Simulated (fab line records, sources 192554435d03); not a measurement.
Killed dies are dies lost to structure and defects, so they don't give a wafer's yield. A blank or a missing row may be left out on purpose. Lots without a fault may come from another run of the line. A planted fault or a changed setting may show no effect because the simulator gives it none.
fab line records | flow n5_finfet
record lots=7 wafers=21 last_day=17
route steps=1938 shown BEOL_M4@1027
lots that met no fault: from a run of the same line without faults
start_h: hours from the record's first day to the start of the lot's first wafer shown | wait_h: hours since the lot's step before | " the same as in the row above | L1.1+2: a row that stands for several wafers | - no value, or no start given | * or withheld: withheld | < > ~ a bound
route shown NAME@n: a module of which the file shows steps, and the number in the route of the first | usual: mean/standard deviation of fault-free wafers | same: alike in all rows | chamber/n: place in a boat | sites: the reading at each site | _std_site: their standard deviation | _edge_site: outer sites' mean less inner sites' | radius_mm: how far each site lies from the wafer's centre | mask NAME#n: copy n | behind: the tool/chamber that last shaped the wafer | hold: why the lot was held/for how many hours/how that ended | device: the transistor (n, p or np) that didn't switch | end of line: the same wafers' tests at the end of the route | a step without rows: its recipe alone | killed: dies lost to structure and defects at the first sort, not the wafer's yield | map: a wafer's dies, x killed, . not, _ none there
set.NAME: the setting as run; set.NAME@STEP: as run at that earlier step | model.NAME: the simulator's own value behind a step, which no gauge read
lots at some steps of the route; a table a step, a row a wafer
services: from which hour (start_h, from the record's first day; less than 0 if before it) a tool's chamber was out of use, for how many hours, and why
## steps
# step N5_BEOL_M4_COAT_73
# recipe resist=underlayer temp_c=205 time_s=60 spin_rpm=1500 resist_thk_nm=5
# step N5_BEOL_M4_COAT_05
# recipe resist=CAR-EUV spin_rpm=1500 resist_thk_nm=30
# step N5_BEOL_M4_EBR_07
# recipe solvent=PGMEA ebr_width_mm=1.5
# step N5_BEOL_M4_SOFTBAKE_06
# recipe temp_c=110 time_s=60 resist=CAR-EUV
# step N5_BEOL_M4_EXPOSE_08
# recipe mask_id=M4 na=0.33 source_shape=dipole sigma_inner=0.369 sigma_outer=0.767 polarization=unpolarized dose_mj=41.25
# step N5_BEOL_M4_PEB_09
# recipe peb_temp_c=100 peb_time_s=60 resist=CAR-EUV
# step N5_BEOL_M4_DEVELOP_10
# recipe develop_time_s=30 developer=TMAH resist=CAR-EUV rinse_liquid=surfactant_rinse dry=air_spin dev_temp_c=23
# step N5_BEOL_M4_CD_MEAS_11
# recipe target_cd_nm=16.79 landing_energy_ev=500 detector=se_inlens polarity=opening
# usual cd_nm=16.77/0.2
# columns lot.wafer tool chamber start_h wait_h cd_nm
L557.2 cd_sem-01 0 169.53 - 16.45
L557.4 " 0 " " 16.68
L557.6 " 0 " " 16.82
L559.2 cd_sem-01 0 186.22 - 16.40
L559.4 " 0 " " 16.99
L559.6 " 0 " " 16.56
L563.1 cd_sem-01 0 204.89 - 16.58
L563.4 " 0 " " 17.19
L563.5 " 0 " " 16.88
L564.1 cd_sem-03 0 219.80 - 16.96
L564.2 " 0 " " 16.65
L564.6 " 0 " " 16.58
L565.1 cd_sem-01 0 221.67 - 16.21
L565.2 " 0 " " 16.59
L565.3 " 0 " " 16.59
L576.2 cd_sem-03 0 282.71 - 17.04
L576.3 " 0 " " 16.79
L576.6 " 0 " " 16.64
L575.2 cd_sem-03 0 292.98 - 16.72
L575.3 " 0 " " 16.90
L575.5 " 0 " " 16.75
# step N5_BEOL_M4_OVL_MEAS_12
# recipe points_per_wafer=522
# usual M4_OVL=-0.1/0.57
# columns lot.wafer tool chamber start_h wait_h M4_OVL[nm]
L557.2 overlay-01 0 169.56 0.0 -0.2
L557.4 " 0 " " -0.7
L557.6 " 0 " " -0.3
L559.2 overlay-02 0 186.26 0.0 -0.7
L559.4 " 0 " " -1.3
L559.6 " 0 " " -1.9
L563.1 overlay-01 0 204.92 0.0 -0.3
L563.4 " 0 " " -0.7
L563.5 " 0 " " -0.6
L564.1 overlay-01 0 219.83 0.0 0.2
L564.2 " 0 " " 0.5
L564.6 " 0 " " -0.1
L565.1 overlay-01 0 221.70 0.0 -0.1
L565.2 " 0 " " 0.1
L565.3 " 0 " " -0.6
L576.2 overlay-02 0 282.75 0.0 0.0
L576.3 " 0 " " 0.4
L576.6 " 0 " " -0.6
L575.2 overlay-02 0 293.02 0.0 -0.3
L575.3 " 0 " " -0.9
L575.5 " 0 " " -0.7
# step N5_BEOL_M4_INSPECT_13
# recipe mode=adi inspect_instrument=brightfield
# usual raw_defect_count=465/120
# columns lot.wafer tool chamber start_h wait_h raw_defect_count
L557.2 defect_inspect-01 - 169.62 0.0 665
L557.4 " - " " 539
L557.6 " - " " 610
L559.2 defect_inspect-02 - 186.32 0.1 454
L559.4 " - " " 414
L559.6 " - " " 415
L563.1 defect_inspect-01 - 204.98 0.1 351
L563.4 " - " " 322
L563.5 " - " " 361
L564.1 defect_inspect-01 - 219.89 0.1 400
L564.2 " - " " 561
L564.6 " - " " 512
L565.1 defect_inspect-02 - 221.76 0.1 454
L565.2 " - " " 273
L565.3 " - " " 393
L576.2 defect_inspect-01 - 282.80 0.0 421
L576.3 " - " " 500
L576.6 " - " " 420
L575.2 defect_inspect-02 - 293.07 0.0 488
L575.3 " - " " 459
L575.5 " - " " 326
# step N5_BEOL_M4_DESCUM_16
# recipe chemistry=O2 time_s=7 source_power_w=50 bias_power_w=20 pressure_mtorr=20 rf_frequency_hz=2.712e+07 temp_c=40 resist=CAR-EUV o2_flow_sccm=225
# usual drypump_motor_current_A=5.8/0.31 oes_product_au=0.79/0.091 rf_fwd_power_W=49.23/0.27 rf_vpp_V=243.5/1.3 showerhead_plenum_p_Torr=2.12/0.07 throttle_valve_pct=20.44/0.27
# columns lot.wafer tool chamber start_h wait_h drypump_motor_current_A oes_product_au rf_fwd_power_W rf_hours_counter_h rf_vpp_V showerhead_plenum_p_Torr throttle_valve_pct
L557.2 rie_diel-03 1 169.68 0.1 5.4 0.73 49.34 162 240.7 2.00 20.01
L557.4 " 3 " " 5.5 0.73 49.48 178 241.4 2.09 20.80
L557.6 " 0 " " 5.6 0.67 49.14 - 243.3 2.16 20.72
L559.2 rie_diel-03 3 186.57 0.3 5.5 0.74 49.83 183 242.4 2.09 20.79
L559.4 " 1 " " 5.4 0.74 49.25 167 241.4 2.00 20.01
L559.6 " 2 " " 5.8 0.89 48.99 - 245.4 2.22 20.14
L563.1 rie_diel-05 1 205.01 0.0 5.5 0.69 49.45 194 243.1 2.17 20.52
L563.4 " 2 " " 5.5 0.85 49.31 61 243.5 2.12 20.37
L563.5 " 3 " " 5.8 0.84 48.96 - 242.5 2.04 20.37
L564.1 rie_diel-03 3 219.92 0.0 5.5 0.72 49.66 193 243.9 2.08 20.82
L564.2 " 2 " " 5.7 0.86 48.88 61 245.1 2.22 20.18
L564.6 " 2 " " 5.8 0.86 48.91 - 245.2 2.22 20.16
L565.1 rie_diel-04 0 221.79 0.0 6.3 0.70 48.73 244 243.8 2.16 20.62
L565.2 " 1 " " 6.4 0.99 49.61 3 244.3 2.15 20.39
L565.3 " 2 " " 6.0 0.74 49.21 179 243.9 2.07 20.77
L576.2 rie_diel-04 3 282.83 0.0 6.3 0.71 49.13 216 242.6 2.06 20.75
L576.3 " 0 " " 6.2 0.98 48.92 7 243.8 2.16 20.26
L576.6 " 3 " " 6.3 0.71 49.41 - 243.4 2.06 20.71
L575.2 rie_diel-05 2 293.23 0.2 5.5 0.81 49.47 94 243.4 2.11 20.41
L575.3 " 3 " " 5.8 0.79 48.69 96 243.7 2.03 20.44
L575.5 " 0 " " 5.6 0.82 48.96 - 243.7 2.21 20.14
# step N5_BEOL_M4_ETCH_74
# recipe chemistry=N2/H2 target=underlayer target_depth_a=65 mask_material=CAR-EUV time_s=5.2 ion_energy_ev=200 pressure_mtorr=30 source_w=840 bias_w=150 n2_flow_sccm=200 h2_flow_sccm=200 ends=cleared
# usual bias_w=150.0/0.45 chamber_pressure_mTorr=30.00/0.036 drypump_motor_current_A=5.8/0.31 etch_rf_on_time_s=5.16/0.086 oes_product_au=0.67/0.078 rf_fwd_power_W=819.4/2.3 rf_vpp_V=524.5/2.5 showerhead_plenum_p_Torr=2.57/0.084 throttle_valve_pct=17.83/0.3
# columns lot.wafer tool chamber start_h wait_h bias_w chamber_pressure_mTorr drypump_motor_current_A etch_rf_on_time_s oes_product_au rf_fwd_power_W rf_hours_counter_h rf_vpp_V showerhead_plenum_p_Torr throttle_valve_pct
L557.2 rie_diel-03 1 169.71 0.0 150.7 30.03 5.5 5.05 0.65 819.3 162 521.0 2.43 17.50
L557.4 " 3 " " 149.9 30.03 5.6 5.22 0.61 819.5 178 525.6 2.53 18.14
L557.6 " 0 " " 150.1 29.96 5.7 5.22 0.58 819.0 - 524.5 2.61 18.14
L559.2 rie_diel-03 3 186.61 0.0 149.9 30.00 5.5 5.23 0.62 820.0 183 523.5 2.53 18.16
L559.4 " 1 " " 149.5 30.01 5.4 5.08 0.64 820.3 167 520.7 2.43 17.51
L559.6 " 2 " " 150.0 30.00 5.8 5.05 0.76 820.9 - 528.5 2.69 17.49
L563.1 rie_diel-05 1 205.04 0.0 149.4 30.01 5.5 5.25 0.59 818.0 194 525.2 2.64 18.00
L563.4 " 2 " " 150.0 30.01 5.5 5.14 0.71 820.3 61 524.4 2.57 17.72
L563.5 " 3 " " 149.9 30.02 5.8 5.05 0.71 818.5 - 522.3 2.46 17.66
L564.1 rie_diel-03 3 219.96 0.0 150.2 29.95 5.5 5.24 0.62 819.9 193 524.2 2.52 18.18
L564.2 " 2 " " 149.3 30.00 5.8 5.05 0.75 820.0 61 528.1 2.68 17.48
L564.6 " 2 " " 149.7 30.09 5.8 5.09 0.73 818.3 - 526.9 2.68 17.49
L565.1 rie_diel-04 0 221.83 0.0 149.5 29.95 6.3 5.19 0.60 821.4 244 526.3 2.61 18.04
L565.2 " 1 " " 150.5 30.05 6.5 5.04 0.84 818.2 3 525.4 2.61 17.73
L565.3 " 2 " " 150.0 30.04 6.1 5.27 0.62 816.8 179 522.6 2.54 18.41
L576.2 rie_diel-04 3 282.87 0.0 150.4 30.05 6.3 5.10 0.62 818.0 216 521.7 2.52 18.19
L576.3 " 0 " " 150.8 29.92 6.3 5.05 0.83 821.6 7 526.6 2.61 17.62
L576.6 " 3 " " 149.2 29.97 6.3 5.13 0.62 819.0 - 525.3 2.52 18.17
L575.2 rie_diel-05 2 293.27 0.0 150.5 29.99 5.5 5.12 0.68 820.0 94 523.6 2.56 17.78
L575.3 " 3 " " 150.4 29.96 5.8 5.03 0.69 823.1 96 521.9 2.45 17.71
L575.5 " 0 " " 150.1 29.98 5.7 5.10 0.70 816.0 - 529.2 2.68 17.50
# step N5_BEOL_M4_ETCH_63
# recipe chemistry=CF4 target=SiARC target_depth_a=156 mask_material=CAR-EUV time_s=26 ion_energy_ev=80 pressure_mtorr=40 source_w=545 bias_w=36 Ar_flow_sccm=100 cf4_flow_sccm=100 ends=cleared
# usual bias_w=36.00/0.11 cf4_flow_sccm=100.0/0.31 drypump_motor_current_A=5.8/0.31 etch_rf_on_time_s=25.8/0.41 oes_product_au=0.68/0.078 rf_fwd_power_W=531.4/1.5 rf_vpp_V=184.4/1.2 showerhead_plenum_p_Torr=2.16/0.067 throttle_valve_pct=15.60/0.28
# columns lot.wafer tool chamber start_h wait_h bias_w cf4_flow_sccm drypump_motor_current_A etch_rf_on_time_s oes_product_au rf_fwd_power_W rf_hours_counter_h rf_vpp_V showerhead_plenum_p_Torr throttle_valve_pct model.CAR-EUV_of_BEOL_M4_COAT_05.thk_nm
L557.2 rie_diel-03 1 169.73 0.0 36.06 100.0 5.4 25.6 0.63 530.2 162 183.9 2.05 15.22 11.2
L557.4 " 3 " " 36.15 100.0 5.5 26.4 0.61 533.0 178 183.3 2.13 15.94 11.2
L557.6 " 0 " " 36.00 99.9 5.7 26.3 0.58 531.2 - 184.8 2.20 15.90 11.2
L559.2 rie_diel-03 3 186.63 0.0 36.03 100.1 5.5 26.2 0.62 533.0 183 184.6 2.13 15.94 11.2
L559.4 " 1 " " 36.24 99.8 5.4 25.4 0.65 531.5 167 184.6 2.05 15.23 11
L559.6 " 2 " " 35.93 100.4 5.8 25.5 0.75 530.2 - 186.6 2.26 15.28 11.2
L563.1 rie_diel-05 1 205.06 0.0 - - - - - - - - - - 20.4
L563.4 " 2 " " - - - - - - - - - - 20.6
L563.5 " 3 " " - - - - - - - - - - 20.4
L564.1 rie_diel-03 3 219.97 0.0 - - - - - - - - - - 20.4
L564.2 " 2 " " - - - - - - - - - - 20.4
L564.6 " 2 " " - - - - - - - - - - 20.4
L565.1 rie_diel-04 0 221.84 0.0 - - - - - - - - - - 20.4
L565.2 " 1 " " - - - - - - - - - - 20.2
L565.3 " 2 " " - - - - - - - - - - 20.4
L576.2 rie_diel-04 3 282.88 0.0 36.08 99.9 6.2 25.5 0.62 532.6 216 183.3 2.12 16.01 11.2
L576.3 " 0 " " 36.24 100.5 6.3 25.4 0.84 532.8 7 183.7 2.19 15.30 11.2
L576.6 " 3 " " 35.97 99.2 6.3 25.6 0.62 531.3 - 183.8 2.12 16.01 11.2
L575.2 rie_diel-05 2 293.29 0.0 36.09 100.0 5.5 25.9 0.68 531.7 94 186.0 2.15 15.55 11.2
L575.3 " 3 " " 36.00 100.2 5.8 25.6 0.68 529.6 96 182.9 2.08 15.54 11.2
L575.5 " 0 " " 35.98 99.8 5.7 25.6 0.70 532.1 - 184.8 2.26 15.35 11.2
# step N5_BEOL_M4_ETCH_64
# recipe chemistry=N2/H2 target=SOC target_depth_a=750 overetch_a=225 mask_material=SiARC temp_c=40 time_s=121.9 ion_energy_ev=200 pressure_mtorr=30 source_w=840 bias_w=150 n2_flow_sccm=200 h2_flow_sccm=200
# usual bias_w=150.0/0.41 chamber_pressure_mTorr=30.002/0.027 drypump_motor_current_A=5.8/0.32 oes_product_au=0.60/0.065 rf_fwd_power_W=835.9/2.6 rf_vpp_V=524.9/2.4 showerhead_plenum_p_Torr=2.57/0.084 throttle_valve_pct=17.8/0.3
# columns lot.wafer tool chamber start_h wait_h bias_w chamber_pressure_mTorr drypump_motor_current_A oes_product_au rf_fwd_power_W rf_hours_counter_h rf_vpp_V showerhead_plenum_p_Torr throttle_valve_pct
L557.2 rie_diel-03 1 169.75 0.0 149.5 30.003 5.4 0.57 837.0 162 521.7 2.43 17.4
L557.4 " 3 " " 149.5 30.027 5.5 0.56 838.9 178 523.2 2.53 18.1
L557.6 " 0 " " 149.7 29.967 5.7 0.52 837.8 - 526.0 2.61 18.1
L559.2 rie_diel-03 3 186.65 0.0 150.1 29.988 5.5 0.55 833.0 183 524.5 2.53 18.1
L559.4 " 1 " " 149.5 30.019 5.4 0.56 837.4 168 520.9 2.43 17.5
L559.6 " 2 " " 150.0 30.031 5.8 0.66 832.8 - 527.0 2.69 17.4
L563.1 rie_diel-05 1 205.09 0.0 150.0 29.987 5.5 0.26 836.0 194 527.9 2.64 17.9
L563.4 " 2 " " 148.9 29.987 5.5 0.31 839.2 61 525.0 2.57 17.6
L563.5 " 3 " " 150.2 30.017 5.8 0.31 831.1 - 521.5 2.46 17.6
L564.1 rie_diel-03 3 220.00 0.0 150.2 29.968 5.5 0.26 834.1 193 524.9 2.53 18.1
L564.2 " 2 " " 150.2 29.998 5.7 0.32 834.4 61 528.1 2.68 17.4
L564.6 " 2 " " 150.4 30.008 5.8 0.32 836.4 - 527.7 2.68 17.4
L565.1 rie_diel-04 0 221.87 0.0 149.6 30.055 6.3 0.26 834.6 244 525.1 2.61 17.9
L565.2 " 1 " " 150.4 29.997 6.5 0.36 838.2 3 525.0 2.61 17.6
L565.3 " 2 " " 149.9 30.024 6.1 0.28 834.0 179 524.3 2.54 18.3
L576.2 rie_diel-04 3 282.91 0.0 149.3 30.050 6.2 0.55 833.7 217 521.5 2.52 18.1
L576.3 " 0 " " 149.9 29.987 6.3 0.73 833.1 7 526.3 2.61 17.6
L576.6 " 3 " " 148.9 29.992 6.3 0.56 831.8 - 524.4 2.52 18.2
L575.2 rie_diel-05 2 293.31 0.0 149.5 30.024 5.5 0.60 838.3 94 525.2 2.56 17.8
L575.3 " 3 " " 149.7 29.996 5.8 0.60 834.4 96 521.9 2.45 17.7
L575.5 " 0 " " 149.9 29.973 5.6 0.62 833.1 - 527.9 2.68 17.5
# step N5_BEOL_M4_STRIP_65
# recipe chemistry=N2/H2 temp_c=40 n2_flow_sccm=200 h2_flow_sccm=200 rf_frequency_hz=6e+07
# step N5_BEOL_M4_STRIP_75
# recipe chemistry=N2/H2 temp_c=40 n2_flow_sccm=200 h2_flow_sccm=200 rf_frequency_hz=6e+07
# step N5_BEOL_M4_STRIP_66
# recipe chemistry=CF4 resist=SiARC power_w=300 bias_power_w=75 pressure_mtorr=50 cf4_flow_sccm=150 rf_frequency_hz=6e+07
# usual drypump_motor_current_A=5.8/0.31 oes_product_au=0.78/0.084 rf_fwd_power_W=292.5/0.88 rf_vpp_V=271.6/1.4 showerhead_plenum_p_Torr=1.81/0.055 throttle_valve_pct=13.58/0.29
# columns lot.wafer tool chamber start_h wait_h drypump_motor_current_A oes_product_au rf_fwd_power_W rf_hours_counter_h rf_vpp_V showerhead_plenum_p_Torr throttle_valve_pct
L557.2 rie_diel-03 1 169.89 0.0 5.4 0.74 292.4 162 270.4 1.72 13.24
L557.4 " 3 " " 5.5 0.72 292.7 178 271.2 1.79 13.91
L557.6 " 0 " " 5.6 0.68 292.0 - 272.7 1.84 13.89
L559.2 rie_diel-03 3 186.79 0.0 5.5 0.72 292.9 183 272.1 1.79 13.93
L559.4 " 1 " " 5.5 0.73 292.8 168 270.1 1.72 13.23
L559.6 " 2 " " 5.8 0.86 291.3 - 272.7 1.89 13.25
L563.1 rie_diel-05 1 205.22 0.0 5.5 0.69 291.9 194 273.5 1.85 13.74
L563.4 " 2 " " 5.5 0.82 293.7 61 271.1 1.82 13.46
L563.5 " 3 " " 5.8 0.82 292.7 - 269.6 1.75 13.44
L564.1 rie_diel-03 3 220.13 0.0 5.5 0.71 292.2 193 270.6 1.78 13.95
L564.2 " 2 " " 5.7 0.84 291.7 61 272.9 1.89 13.26
L564.6 " 2 " " 5.8 0.85 290.9 - 271.6 1.89 13.27
L565.1 rie_diel-04 0 222.00 0.0 6.3 0.69 290.9 244 272.3 1.84 13.80
L565.2 " 1 " " 6.4 0.97 292.5 3 271.2 1.84 13.45
L565.3 " 2 " " 6.1 0.73 292.9 179 270.0 1.79 14.02
L576.2 rie_diel-04 3 283.04 0.0 6.2 0.72 290.8 217 271.1 1.78 14.00
L576.3 " 0 " " 6.3 0.96 293.9 7 272.4 1.84 13.26
L576.6 " 3 " " 6.2 0.71 290.6 - 267.9 1.78 14.00
L575.2 rie_diel-05 2 293.45 0.0 5.5 0.79 292.0 94 271.4 1.81 13.55
L575.3 " 3 " " 5.8 0.78 293.2 96 270.0 1.74 13.50
L575.5 " 0 " " 5.7 0.81 291.8 - 271.7 1.89 13.29
# step N5_BEOL_M4_HM_OPEN_17
# recipe chemistry=Cl2/BCl3 target_depth_a=200 overetch_a=60 target=TiN mask_material=SOC ion_energy_ev=150 pressure_mtorr=10 icp_w=1000 bias_w=126 Cl2_flow_sccm=53.25 bcl3_flow_sccm=21.75 Ar_flow_sccm=25
# usual drypump_motor_current_A=5.6/0.46 oes_product_au=0.65/0.082 rf_fwd_power_W=994/3.1 throttle_valve_pct=22.07/0.12
# columns lot.wafer tool chamber start_h wait_h drypump_motor_current_A oes_product_au rf_fwd_power_W rf_hours_counter_h throttle_valve_pct
L557.2 rie_metal-03 1 169.93 0.0 5.2 0.59 990 77 22.03
L557.4 " 1 " " 5.2 0.60 993 - 22.02
L557.6 " 0 " " 5.8 0.63 996 - 22.24
L559.2 rie_metal-02 1 186.86 0.1 5.2 0.68 996 - 22.00
L559.4 " 1 " " 5.2 0.69 995 - 21.99
L559.6 " 1 " " 5.2 0.68 996 - 21.98
L563.1 rie_metal-02 1 205.26 0.0 5.2 0.29 992 42 22.66
L563.4 " 1 " " 5.2 0.29 989 - 22.68
L563.5 " 0 " " 6.3 0.36 995 - 22.53
L564.1 rie_metal-03 1 220.17 0.0 5.1 0.26 993 83 22.69
L564.2 " 0 " " 5.8 0.27 996 68 22.92
L564.6 " 1 " " 5.1 0.25 994 - 22.70
L565.1 rie_metal-03 1 222.04 0.0 5.1 0.26 990 83 22.70
L565.2 " 0 " " 5.9 0.27 995 68 22.90
L565.3 " 1 " " 5.2 0.26 994 - 22.69
L576.2 rie_metal-01 0 283.12 0.1 6.0 0.63 999 - 22.18
L576.3 " 0 " " 6.0 0.63 996 - 22.17
L576.6 " 0 " " 6.0 0.63 995 - 22.20
L575.2 rie_metal-03 1 293.49 0.0 5.2 0.57 989 89 22.08
L575.3 " 1 " " 5.1 0.57 989 - 22.08
L575.5 " 0 " " 5.8 0.60 991 - 22.26
# step N5_BEOL_M4_STRIP_19
# recipe chemistry=O2 power_w=400 temp_c=40 pressure_mtorr=30 rf_frequency_hz=6e+07 bias_power_w=0 overash_fraction=0.2 o2_flow_sccm=225
# usual drypump_motor_current_A=5.7/0.3 oes_product_au=0.79/0.092 rf_vpp_V=3.7/0.53 showerhead_plenum_p_Torr=2.12/0.069 throttle_valve_pct=16.68/0.26
# same overash_fraction=0.2
# columns lot.wafer tool chamber start_h wait_h drypump_motor_current_A oes_product_au rf_hours_counter_h rf_vpp_V showerhead_plenum_p_Torr throttle_valve_pct
L557.2 rie_diel-03 3 170.04 0.1 5.5 0.73 178 3.7 2.09 17.03
L557.4 " 1 " " 5.4 0.74 163 3.9 2.01 16.29
L557.6 " 3 " " 5.5 0.72 - 3.3 2.09 17.03
L559.2 rie_diel-03 0 187.06 0.2 5.7 0.67 235 3.3 2.16 17.02
L559.4 " 2 " " 5.8 0.89 51 3.6 2.23 16.39
L559.6 " 3 " " 5.5 0.74 - 3.3 2.09 17.03
L563.1 rie_diel-05 0 205.37 0.1 5.6 0.84 47 4.1 2.22 16.34
L563.4 " 3 " " 5.8 0.83 62 3.5 2.05 16.59
L563.5 " 0 " " 5.7 0.85 - 4.5 2.22 16.35
L564.1 rie_diel-04 2 220.29 0.1 6.1 0.74 179 3.1 2.08 17.03
L564.2 " 1 " " 6.4 0.99 3 3.3 2.15 16.58
L564.6 " 1 " " 6.4 0.99 - 3.0 2.15 16.58
L565.1 rie_diel-04 0 222.15 0.1 6.2 0.70 244 4.7 2.16 16.88
L565.2 " 1 " " 6.5 0.99 3 4.1 2.15 16.58
L565.3 " 2 " " 6.1 0.74 179 3.4 2.08 17.03
L576.2 rie_diel-03 2 283.29 0.1 5.8 0.84 86 3.5 2.21 16.45
L576.3 " 0 " " 5.7 0.95 13 4.5 2.15 16.56
L576.6 " 0 " " 5.7 0.95 - 3.8 2.15 16.57
L575.2 rie_diel-05 2 293.60 0.1 5.5 0.80 94 3.5 2.12 16.65
L575.3 " 0 " " 5.6 0.80 72 3.7 2.21 16.38
L575.5 " 2 " " 5.5 0.80 - 3.4 2.12 16.65
# step N5_BEOL_M4_CD_MEAS_18
# recipe pitch_nm=36 target_cd_nm=18
# usual cd_nm=18.00/0.27
# columns lot.wafer tool chamber start_h wait_h cd_nm
L557.2 cd_sem-02 - 170.11 0.1 18.22
L557.4 " - " " 17.66
L557.6 " - " " 17.88
L559.2 cd_sem-01 - 187.13 0.1 17.72
L559.4 " - " " 17.67
L559.6 " - " " 17.50
L563.1 cd_sem-02 - 205.44 0.0 -
L563.4 " - " " -
L563.5 " - " " -
L564.1 cd_sem-03 - 220.36 0.0 -
L564.2 " - " " -
L564.6 " - " " -
L565.1 cd_sem-01 - 222.22 0.0 -
L565.2 " - " " -
L565.3 " - " " -
L576.2 cd_sem-03 - 283.36 0.1 18.00
L576.3 " - " " 17.98
L576.6 " - " " 18.08
L575.2 cd_sem-01 - 293.67 0.1 18.52
L575.3 " - " " 18.30
L575.5 " - " " 17.57
# step N5_BEOL_M4_COAT_67
# recipe resist=SOC temp_c=250 time_s=60 spin_rpm=1500 resist_thk_nm=60
# step N5_BEOL_M4_RC_MEAS_101
# usual DIBL_N=35.9/1.3 DIBL_P=35.9/1.6 IOFF_N=0.156/0.022 IOFF_P=0.205/0.023 ION_N=675/9 ION_P=463/5.6 SS_N=71.4/0.57 SS_P=73.1/0.52 VT_N=249.7/2.8 VT_P=-250.2/2.5
# columns lot.wafer tool chamber start_h wait_h DIBL_N[mV/V] DIBL_P[mV/V] IOFF_N[nA/um] IOFF_P[nA/um] ION_N[uA/um] ION_P[uA/um] SS_N[mV/dec] SS_P[mV/dec] VT_N[mV] VT_P[mV]
L557.2 prober-02 0 181.01 0.2 37.6 37.3 0.186 0.231 689 466 72.6 73.3 244.3 -246.9
L557.4 " 0 " " 37.2 36.7 0.180 0.229 681 466 72.1 73.6 245.4 -249.0
L557.6 " 0 " " 35.9 34.7 0.146 0.190 669 461 71.5 72.2 250.5 -249.9
L559.2 prober-01 0 197.59 0.2 36.1 37.8 0.171 0.199 680 455 71.8 73.5 250.7 -252.6
L559.4 " 0 " " 35.2 36.3 0.154 0.180 678 463 71.2 72.9 251.4 -252.8
L559.6 " 0 " " 36.0 37.2 0.173 0.202 683 460 71.9 73.8 248.2 -251.9
L576.2 prober-02 0 293.60 0.2 37.3 37.5 0.163 0.212 674 463 71.9 74.0 247.9 -250.3
L576.3 " 0 " " 35.7 34.9 0.136 0.186 664 460 71.4 72.8 254.4 -251.4
L576.6 " 0 " " 37.6 37.6 0.170 0.212 677 460 72.2 74.1 249.2 -249.7
L575.2 prober-01 0 302.94 0.2 34.1 35.3 0.140 0.187 669 453 71.1 72.6 250.7 -250.7
L575.3 " 0 " " 32.8 34.4 0.122 0.172 664 456 71.0 72.3 252.6 -252.9
L575.5 " 0 " " 34.4 35.5 0.141 0.191 665 456 71.6 73.1 251.8 -251.7
## services
# columns tool chamber start_h hours kind
rie_metal-02 0 164.02 - clean
rie_metal-02 0 164.02 24.6 scheduled_down
rie_metal-02 0 164.02 24.6 vent_cycle
rie_metal-03 0 178.85 7.3 repair
rie_diel-04 1 198.07 - clean
rie_diel-04 1 198.07 - consumable_replace:focus_ring
rie_diel-04 1 198.07 16.8 scheduled_down
rie_diel-04 1 198.07 16.8 vent_cycle
rie_diel-05 0 219.57 8.4 repair
rie_metal-02 1 222.25 16.5 repair
rie_diel-03 0 230.47 - clean
rie_diel-03 0 230.47 - consumable_replace:focus_ring
rie_diel-03 0 230.47 17.0 scheduled_down
rie_diel-03 0 230.47 17.0 vent_cycle
rie_diel-05 2 241.26 2.6 repair
rie_diel-04 0 242.74 - clean
rie_diel-04 0 242.74 - consumable_replace:focus_ring
rie_diel-04 0 242.74 14.2 scheduled_down
rie_diel-04 0 242.74 14.2 vent_cycle
rie_diel-05 0 255.58 11.1 repair
rie_diel-04 0 266.18 6.3 repair
rie_metal-01 1 270.51 18.7 repair
rie_metal-03 - 274.06 0.4 repair
## key
first_sign step=N5_BEOL_M4_ETCH_63 reading=tool_record direction=missing
effect step=N5_BEOL_M4_ETCH_64 reading=oes_product_au direction=down sigmas=4.6 usual=0.60 struck=0.30
effect step=N5_BEOL_M4_HM_OPEN_17 reading=oes_product_au direction=down sigmas=4.6 usual=0.65 struck=0.28
effect step=N5_BEOL_M4_CD_MEAS_18 reading=cd_nm direction=missing
model_effect step=N5_BEOL_M4_ETCH_63 value=CAR-EUV_of_BEOL_M4_COAT_05.thk_nm without=11.2 struck=20.4
met_at N5_BEOL_M4_ETCH_63
struck_wafers L563.1,L563.4,L563.5,L564.1,L564.2,L564.6,L565.1,L565.2,L565.3
later_rows_left_out L563.1,L563.4,L563.5,L564.1,L564.2,L564.6,L565.1,L565.2,L565.3
sort_left_out L563.1,L563.4,L563.5,L564.1,L564.2,L564.6,L565.1,L565.2,L565.3
onset_between 186.63 205.06
fault kind=skipped_step_whole tool=rie_diel-03,rie_diel-04,rie_diel-05 chamber=- onset_h=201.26 steps=N5_BEOL_M4_ETCH_63 scope=struck_lots_only
# sort_left_out: the simulated sort isn't trusted on such a fault, so these wafers' sort isn't shown, and their yield isn't known
# later_rows_left_out: the simulator's readings of these wafers behind a module that went badly wrong aren't trusted and aren't shown, but for the sort
